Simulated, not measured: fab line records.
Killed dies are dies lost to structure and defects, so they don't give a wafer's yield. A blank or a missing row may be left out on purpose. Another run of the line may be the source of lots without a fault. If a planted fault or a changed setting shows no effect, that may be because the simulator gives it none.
fab line records    flow n5Finfet
record: lots: 9  wafers: 25  lastDay: 20
route steps=1938 shown SPACER0@259 SD_EPI_N@274 SD_ACTIVATION@332 BEOL_M4@1111 PASSIVATION@1936
lots with no fault: from the same line, run without faults
startH: the number of hours between the record's first day and the start of the first shown wafer of the lot    waitH: hours since the lot's step before    " identical to the entry in the row above    L1.1+2: a single row standing in for several wafers    - no value present, or no start provided    * or withheld: withheld    < > ~ a bound
route shown NAME@n: names a module that has steps shown in the file, with the first one's number in the route    usual: mean/standard deviation of fault-free wafers    same: alike in all rows    chamber/n: place in a boat    sites: each site's reading    _std_site: the values' standard deviation    _edge_site: outer sites' mean less inner sites'    radiusMm: for every site, how far away it sits from the centre of the wafer    mask NAME#n: copy n    behind: the tool/chamber that last shaped the wafer    hold: what put the lot on hold/how long, in hours/how the hold closed    device: the transistor (n, p or np) that didn't switch    end of line: tests run on the same wafers once the route is complete    a step with no rows: only its recipe    killed: the dies lost at the first sort to structure and to defects; this is not the yield of the wafer    map: the dies of a wafer, with x for killed, . for not killed, _ for no die there
set.NAME: setting as actually run; set.NAME@STEP: the setting as run at that earlier step    model.NAME: the simulator's own value behind a step, which no gauge read
the route's steps for a sample of lots (tables are steps, rows are wafers)
services: the hour from which a tool's chamber was out of use, counted from the record's first day as startH (under 0 if before that day), plus the number of hours and why
== steps ==
step: N5_SPACER0_ALD_00
recipe: material: SiOCN  targetThkA: 35  tempC: 400  aldPrecursorFamily: alkyl-aminosilane  aldCoReactant: O2/N2-plasma  pulseTimeS: 3  purgeTimeS: 2  coReactantPurgeTimeS: 2  aldCycles: 58  pressureTorr: 2
usual: heaterPowerW: 850/69  precursorPulseHeightRel: 1.001/0.021
lot.wafer  tool       chamber  startH  waitH  heaterPowerW  precursorPulseHeightRel
L329.1     aldSin-01  1        65.34   0.1    903           0.999
L329.3     "          2        "       "      802           0.950
L329.5     "          3        "       "      779           1.017
L331.1     aldSin-01  0        77.84   0.1    954           1.016
L331.2     "          3        "       "      793           1.024
L331.6     "          0        "       "      954           1.026
L334.2     aldSin-03  2        95.58   0.1    842           1.002
L334.3     "          1        "       "      788           1.021
L334.5     "          0        "       "      780           1.004
L335.1     aldSin-03  0        100.70  0.1    779           1.016
L335.5     "          2        "       "      826           1.005
L335.6     "          1        "       "      792           1.008
L336.1     aldSin-04  1        106.98  0.1    853           0.998
L336.3     "          3        "       "      786           0.981
L336.6     "          2        "       "      983           1.010
L342.2     aldSin-03  2        143.38  0.1    833           1.039
L342.4     "          3        "       "      793           1.018
L343.3     aldSin-04  2        148.94  0.1    978           1.008
L343.6     "          3        "       "      828           0.962
L348.1     aldSin-04  0        184.26  0.1    918           0.999
L348.3     "          2        "       "      996           1.009
L348.5     "          0        "       "      916           0.995
L349.1     aldSin-01  3        187.10  0.1    796           1.010
L349.2     "          0        "       "      942           0.995
L349.3     "          1        "       "      911           1.005
step: N5_SD_EPI_N_ETCH_34
recipe: chemistry: CF4  target: SiARC  targetDepthA: 455  maskMaterial: CAR-ArF-block  timeS: 75.8  ionEnergyEv: 80  pressureMtorr: 40  sourceW: 545  biasW: 36  Ar_flow_sccm: 100  cf4FlowSccm: 100  ends: cleared
usual: drypumpMotorCurrentA: 5.7/0.45  etchRfOnTimeS: 76.2/1.4  mfcArSccm: 100.0/0.33  oesProductAu: 0.67/0.079  rfFwdPowerW: 539.7/2.1  rfVppV: 184.2/1.3  showerheadPlenumPTorr: 2.15/0.083  throttleValvePct: 15.56/0.2
lot.wafer  tool        chamber  startH  waitH  drypumpMotorCurrentA  etchRfOnTimeS  mfcArSccm  oesProductAu  rfFwdPowerW  rfHoursCounterH  rfVppV  showerheadPlenumPTorr  throttleValvePct
L329.1     rieDiel-04  0        66.43   0.0    5.7                   77.1           100.3      0.58          543.3        235              183.8   2.02                   15.70
L329.3     "           1        "       "      6.4                   78.5           100.6      0.62          541.1        192              185.5   2.20                   15.76
L329.5     "           0        "       "      5.7                   77.1           100.6      0.58          542.9        -                181.8   2.03                   15.71
L331.1     rieDiel-04  1        78.66   0.0    6.4                   77.5           99.4       0.62          542.7        197              184.0   2.20                   15.78
L331.2     "           2        "       "      5.8                   76.2           100.3      0.76          539.1        25               183.3   2.11                   15.35
L331.6     "           0        "       "      5.7                   77.4           100.2      0.58          543.6        -                182.7   2.02                   15.73
L334.2     rieDiel-04  2        99.26   0.0    5.8                   76.9           100.1      0.75          542.1        32               182.6   2.11                   15.39
L334.3     "           3        "       "      5.8                   75.1           100.1      0.67          540.7        123              184.4   2.16                   15.46
L334.5     "           1        "       "      6.4                   77.7           100.2      0.61          537.7        -                185.3   2.20                   15.78
L335.1     rieDiel-01  0        101.64  0.0    4.9                   78.8           99.8       0.62          538.9        167              184.4   2.14                   15.64
L335.5     "           2        "       "      6.4                   75.0           100.0      0.80          541.3        -                184.0   2.28                   15.37
L335.6     "           1        "       "      5.3                   76.1           100.1      0.61          541.0        -                183.8   2.12                   15.83
L336.1     rieDiel-02  2        108.09  0.0    5.9                   77.8           99.8       0.60          539.8        200              182.9   2.04                   15.89
L336.3     "           3        "       "      5.6                   77.4           100.1      0.60          538.7        211              182.7   2.22                   15.54
L336.6     "           2        "       "      5.9                   77.0           99.4       0.61          537.2        -                181.1   2.04                   15.89
L342.2     rieDiel-02  2        144.46  0.0    5.9                   78.5           100.1      0.59          538.8        211              181.7   2.04                   15.92
L342.4     "           1        "       "      5.6                   75.2           100.1      0.68          535.3        121              182.9   2.07                   15.47
L343.3     rieDiel-01  3        149.87  0.0    4.9                   73.9           100.3      0.75          537.8        44               185.2   2.26                   15.28
L343.6     "           0        "       "      4.9                   77.5           100.0      0.62          538.3        -                185.8   2.13                   15.67
L348.1     rieDiel-04  3        185.19  0.0    5.8                   75.3           99.7       0.64          539.3        160              184.9   2.15                   15.54
L348.3     "           0        "       "      5.7                   76.4           99.9       0.80          541.3        19               186.1   2.27                   15.28
L348.5     "           2        "       "      5.7                   76.6           100.1      0.72          541.0        -                183.0   2.10                   15.46
L349.1     rieDiel-04  3        188.17  0.0    5.8                   74.9           99.6       0.64          542.3        161              183.4   2.15                   15.55
L349.2     "           0        "       "      5.7                   75.0           99.9       0.80          540.3        20               185.4   2.27                   15.30
L349.3     "           2        "       "      5.7                   76.2           99.7       0.71          541.9        68               183.6   2.10                   15.46
step: N5_SD_EPI_N_VAPOR_ETCH_50
recipe: chemistry: HCl  target: Si  tempC: 775  timeS: 54  pressureTorr: 20  mode: isotropic
usual: throttleValvePct: 11.2/0.43
lot.wafer  tool         chamber  startH  waitH  throttleValvePct
L329.1     epiRpcvd-01  0        67.89   0.3    11.9
L329.3     "            0        "       "      12.0
L329.5     "            0        "       "      12.0
L331.1     epiRpcvd-02  0        80.12   0.3    11.1
L331.2     "            0        "       "      10.8
L331.6     "            0        "       "      11.0
L334.2     epiRpcvd-03  0        100.74  0.3    11.1
L334.3     "            0        "       "      11.3
L334.5     "            0        "       "      11.1
L335.1     epiRpcvd-02  0        103.10  0.3    11.0
L335.5     "            0        "       "      10.7
L335.6     "            0        "       "      11.1
L336.1     epiRpcvd-02  0        109.55  0.3    10.8
L336.3     "            0        "       "      11.3
L336.6     "            0        "       "      11.0
L342.2     epiRpcvd-02  0        145.99  0.3    11.0
L342.4     "            0        "       "      10.8
L343.3     epiRpcvd-02  0        151.40  0.2    11.2
L343.6     "            0        "       "      11.0
L348.1     epiRpcvd-01  0        186.65  0.3    12.1
L348.3     "            0        "       "      12.2
L348.5     "            0        "       "      12.2
L349.1     epiRpcvd-03  0        189.87  0.3    11.4
L349.2     "            0        "       "      11.3
L349.3     "            0        "       "      11.3
step: N5_SD_EPI_N_EPI_21
recipe: material: Si:P  dopant: P  tempC: 680  pressureTorr: 255  timeS: 690
usual: epiGrowthTimeS: 690/0
lot.wafer  tool         chamber  startH  waitH  epiGrowthTimeS
L329.1     epiRpcvd-01  0        68.07   0.1    690
L329.3     "            0        "       "      690
L329.5     "            0        "       "      690
L331.1     epiRpcvd-02  0        80.36   0.2    690
L331.2     "            0        "       "      690
L331.6     "            0        82.22   1.9    690
L334.2     epiRpcvd-03  0        101.17  0.4    690
L334.3     "            0        "       "      690
L334.5     "            0        "       "      690
L335.1     epiRpcvd-02  0        103.28  0.1    690
L335.5     "            0        104.40  1.1    690
L335.6     "            0        "       "      690
L336.1     epiRpcvd-02  0        109.73  0.1    690
L336.3     "            0        "       "      690
L336.6     "            0        "       "      690
L342.2     epiRpcvd-02  0        146.42  0.4    469.2
L342.4     "            0        "       "      690
L343.3     epiRpcvd-02  0        152.08  0.7    690
L343.6     "            0        "       "      469.2
L348.1     epiRpcvd-01  0        186.83  0.1    690
L348.3     "            0        "       "      690
L348.5     "            0        "       "      690
L349.1     epiRpcvd-03  0        190.05  0.1    690
L349.2     "            0        "       "      690
L349.3     "            0        "       "      690
step: N5_SD_EPI_N_EPI_MEAS_23
recipe: mode: xrd
usual: thkNm: 59.1/1.2
lot.wafer  tool          chamber  startH  waitH  thkNm
L329.1     filmMetro-02  -        69.78   1.4    59.2
L329.3     "             -        "       "      60.0
L329.5     "             -        "       "      58.2
L331.1     filmMetro-01  -        82.64   1.9    59.4
L331.2     "             -        "       "      60.2
L331.6     "             -        "       "      60.3
L334.2     filmMetro-02  -        102.61  1.2    58.5
L334.3     "             -        "       "      58.0
L334.5     "             -        "       "      58.5
L335.1     filmMetro-01  -        105.01  1.5    60.6
L335.5     "             -        "       "      59.5
L335.6     "             -        "       "      61.9
L336.1     filmMetro-02  -        111.46  1.5    58.7
L336.3     "             -        "       "      58.3
L336.6     "             -        "       "      58.2
L342.2     filmMetro-02  -        147.86  1.2    42.7
L342.4     "             -        "       "      60.0
L343.3     filmMetro-01  -        153.24  0.9    57.2
L343.6     "             -        "       "      43.0
L348.1     filmMetro-02  -        188.55  1.4    57.4
L348.3     "             -        "       "      58.8
L348.5     "             -        "       "      59.4
L349.1     filmMetro-02  -        191.76  1.4    59.8
L349.2     "             -        "       "      59.7
L349.3     "             -        "       "      60.3
step: N5_SD_ACTIVATION_RS_MEAS_03
recipe: thkMeasGauge: four-point-probe
usual: RS_SD_N: 21.9/0.31  RS_SD_P: 56.1/0.95
lot.wafer  tool          chamber  startH  waitH  RS_SD_N[ohm/sq]  RS_SD_P[ohm/sq]
L329.1     filmMetro-01  -        75.88   0.2    21.7             56.2
L329.3     "             -        "       "      21.4             56.3
L329.5     "             -        "       "      21.6             57.0
L331.1     filmMetro-01  -        88.21   0.2    22.0             55.5
L331.2     "             -        "       "      22.2             55.3
L331.6     "             -        "       "      21.8             55.8
L334.2     filmMetro-02  -        109.02  0.2    21.8             57.1
L334.3     "             -        "       "      22.3             57.1
L334.5     "             -        "       "      22.1             57.1
L335.1     filmMetro-02  -        110.09  0.2    21.6             55.5
L335.5     "             -        "       "      21.7             55.7
L335.6     "             -        "       "      21.6             55.3
L336.1     filmMetro-02  -        116.78  0.2    21.7             56.2
L336.3     "             -        "       "      21.8             55.4
L336.6     "             -        "       "      22.2             55.5
L342.2     filmMetro-02  -        154.57  0.2    29.5             56.6
L342.4     "             -        "       "      21.6             56.3
L343.3     filmMetro-02  -        158.47  0.2    22.2             56.3
L343.6     "             -        "       "      30.0             55.4
L348.1     filmMetro-02  -        193.81  0.2    22.2             55.3
L348.3     "             -        "       "      22.3             55.5
L348.5     "             -        "       "      21.9             56.0
L349.1     filmMetro-02  -        197.06  0.2    21.2             57.3
L349.2     "             -        "       "      21.7             57.8
L349.3     "             -        "       "      21.2             58.0
step: N5_BEOL_M4_RC_MEAS_101
usual: DIBL_N: 36.7/1.8  DIBL_P: 37.0/2.4  IOFF_N: 0.17/0.036  IOFF_P: 0.22/0.042  ION_N: 673/12  ION_P: 462/8.5  REXT_N: 74.9/1.9  RS_SD_N: 28.4/0.38  SS_N: 71.7/0.62  SS_P: 73.4/0.65  VT_N: 250/3.7  VT_P: -250/3.7
lot.wafer  tool       chamber  startH  waitH  DIBL_N[mV/V]  DIBL_P[mV/V]  IOFF_N[nA/um]  IOFF_P[nA/um]  ION_N[uA/um]  ION_P[uA/um]  REXT_N[ohm.um]  RS_SD_N[ohm/sq]  SS_N[mV/dec]  SS_P[mV/dec]  VT_N[mV]  VT_P[mV]
L331.1     prober-01  0        204.56  0.0    37.7          38.4          0.17           0.21           670           455           74.4            28.5             72.2          73.5          251       -253
L331.2     "          0        "       "      34.6          34.7          0.13           0.16           671           456           74.8            28.5             71.1          72.0          252       -255
L331.6     "          0        "       "      35.9          35.1          0.14           0.17           655           447           75.2            28.7             71.1          73.6          252       -254
L329.1     prober-02  0        211.89  0.0    38.2          38.0          0.18           0.24           671           462           77.8            28.8             72.3          73.9          249       -246
L329.3     "          0        "       "      35.4          34.7          0.13           0.20           674           470           78.4            27.9             71.2          72.7          253       -248
L329.5     "          0        "       "      36.1          35.7          0.15           0.21           661           462           78.3            28.5             71.0          72.8          250       -251
L334.2     prober-02  0        233.76  0.2    41.1          41.2          0.24           0.27           692           467           71.6            28.5             72.5          73.7          244       -251
L334.3     "          0        "       "      38.2          38.3          0.18           0.20           672           456           73.4            29.0             72.0          73.1          248       -255
L334.5     "          0        "       "      37.5          37.9          0.17           0.21           670           451           74.8            28.5             71.7          73.3          247       -251
L335.1     prober-01  0        237.71  0.0    35.9          35.9          0.17           0.25           683           479           74.5            27.8             71.0          72.7          246       -243
L335.5     "          0        "       "      35.4          35.4          0.15           0.24           667           470           75.3            28.1             72.1          72.2          250       -244
L335.6     "          0        "       "      37.8          37.7          0.20           0.29           672           474           74.3            27.7             71.9          73.1          245       -243
L336.1     prober-01  0        239.43  0.0    36.1          37.0          0.14           0.20           658           454           74.1            28.4             70.6          73.7          254       -250
L336.3     "          0        "       "      34.9          35.6          0.12           0.18           649           449           75.6            28.6             71.2          73.3          256       -251
L336.6     "          0        "       "      35.9          35.9          0.13           0.19           659           455           73.9            28.8             71.2          73.3          251       -254
L342.2     prober-02  0        272.55  0.2    35.0          35.6          0.12           0.18           653           461           83.8            38.5             69.5          72.7          253       -253
L342.4     "          0        "       "      34.7          35.4          0.13           0.18           654           457           72.8            28.2             71.0          73.0          251       -251
L343.3     prober-02  0        282.98  0.3    39.3          41.1          0.23           0.29           690           478           73.1            28.5             71.9          73.8          243       -244
L343.6     "          0        "       "      38.5          40.0          0.20           0.28           676           478           85.1            38.3             72.6          74.2          246       -242
L348.1     prober-02  0        330.73  0.0    37.6          38.4          0.18           0.24           684           467           72.0            28.8             72.0          72.7          248       -250
L348.3     "          0        "       "      36.9          37.5          0.16           0.22           671           460           73.1            28.7             71.8          73.1          249       -254
L348.5     "          0        "       "      36.6          37.7          0.16           0.23           676           469           72.0            28.3             71.8          73.9          249       -251
L349.1     prober-01  0        355.73  0.0    36.6          36.4          0.15           0.19           669           454           75.9            28.1             71.8          72.8          251       -252
L349.2     "          0        "       "      36.8          35.9          0.16           0.20           682           464           75.0            28.1             71.9          73.6          248       -253
L349.3     "          0        "       "      35.9          35.0          0.14           0.18           670           455           76.1            27.9             71.6          73.4          251       -254
step: N5_PASSIVATION_PROBE_49
usual: defectLimitedYield: 91.1/1.4  killed_at_M0_to_M3: 32/9.3  killed_at_M4_up: 13/5.8  killedAtContacts: 12/6.3  killedAtFrontEnd: 44/12  killedAtOther: 3.6/2.7  killedDies: 104/17  killedOpen: 69/13  killedShort: 34/6.9  sort_bin_5_function: 5.2/0.98  sort_bin_6_memory: 3.3/0.59  sort_bin_8_speed: 0.01/0.039  sortNPass: 1075/17
same: grossDies: 1180  killedAtBackSide: 0  sort_bin_4_leakage[%]: 0
lot.wafer  tool       chamber  startH  waitH  defectLimitedYield[%]  killed_at_M0_to_M3  killed_at_M4_up  killedAtContacts  killedAtFrontEnd  killedAtOther  killedDies  killedOpen  killedShort  sort_bin_5_function[%]  sort_bin_6_memory[%]  sort_bin_8_speed[%]  sortNPass
L343.3     prober-01  -        398.27  0.1    91.9                   27                  9                11                47                2              96          69          27           4.9                     3.1                   0                    1084
L343.6     prober-01  -        398.42  0.3    91.9                   24                  13               14                44                1              96          63          32           4.7                     3.0                   0                    1084
killed by level:class
L343.3 FIN_SAQP:geometricParticle:open=16 BEOL_M1:geometricParticle:open=11 MOL_CONTACT_COAG:geometricParticle:open=11 FIN_SAQP:geometricParticle:short=8 BEOL_M3:geometricParticle:open=8 STI_FIN_REVEAL:geometricParticle:open=5 BEOL_M0_SAQP:geometricParticle:open=4 STARTING-WAFER:geometricParticle:short=4
L343.6 FIN_SAQP:geometricParticle:open=13 MOL_CONTACT_COAG:geometricParticle:open=10 FIN_SAQP:geometricParticle:short=7 GATE_CUT:geometricParticle:short=6 BEOL_M0_SAQP:geometricParticle:open=5 BEOL_M4:geometricParticle:open=5 STI_FIN_REVEAL:geometricParticle:open=4 GATE_CUT:geometricParticle:open=4
== services ==
tool         chamber  startH  hours  kind
aldSin-01    3        41.87   10.9   repair
rieDiel-04   1        50.04   6.2    repair
rieDiel-04   3        51.04   30.3   repair
rieDiel-02   0        51.06   16.0   repair
rieDiel-02   3        53.76   2.0    repair
rieDiel-01   2        69.28   5.1    repair
rieDiel-01   -        76.56   0.6    repair
aldSin-01    -        85.25   14.0   pm
aldSin-01    0        85.25   14.0   ventCycle
aldSin-01    1        85.25   14.0   ventCycle
aldSin-01    2        85.25   14.0   ventCycle
aldSin-01    3        85.25   14.0   ventCycle
aldSin-03    3        87.77   16.2   repair
aldSin-01    0        99.25   -      clean
rieDiel-04   1        107.92  4.6    repair
rieDiel-04   0        112.71  -      clean
rieDiel-04   0        112.71  -      consumableReplace:focusRing
rieDiel-04   0        112.71  -      consumableReplace:showerhead
rieDiel-04   0        112.71  17.8   scheduledDown
rieDiel-04   0        112.71  17.8   ventCycle
rieDiel-04   2        158.20  4.0    repair
rieDiel-04   1        175.91  66.9   repair
aldSin-03    -        178.07  14.0   pm
epiRpcvd-03  -        184.25  4.7    repair
== key ==
firstSign: step: N5_SD_EPI_N_EPI_21  reading: epiGrowthTimeS  direction: down  sigmas: 99+  usual: *  struck: *
effect: step: N5_SD_EPI_N_EPI_MEAS_23  reading: thkNm  direction: down  sigmas: 14  usual: *  struck: *
effect: step: N5_SD_ACTIVATION_RS_MEAS_03  reading: RS_SD_N  direction: up  sigmas: 25  usual: 21.9  struck: 29.8
effect: step: N5_BEOL_M4_RC_MEAS_101  reading: RS_SD_N  direction: up  sigmas: 26  usual: 28.4  struck: 38.4
effect: step: N5_BEOL_M4_RC_MEAS_101  reading: REXT_N  direction: up  sigmas: 5.1  usual: 74.9  struck: 84.5
metAt N5_SD_EPI_N_EPI_21
struckLots L342,L343
struckWafers L342.2,L343.6
notActingAt N5_SPACER0_ALD_00,N5_SD_EPI_N_ETCH_34,N5_SD_EPI_N_VAPOR_ETCH_50
onsetBetween 109.73 146.42
fault: kind: processParameterDrift  tool: epiRpcvd-02  chamber: -  onsetH: 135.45  steps: N5_SD_EPI_N_EPI_21  channel: epiGrowthTimeS  offset: *  shape: step  endH: 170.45  scope: struckWafersOnly  actsIn: *  stated: *
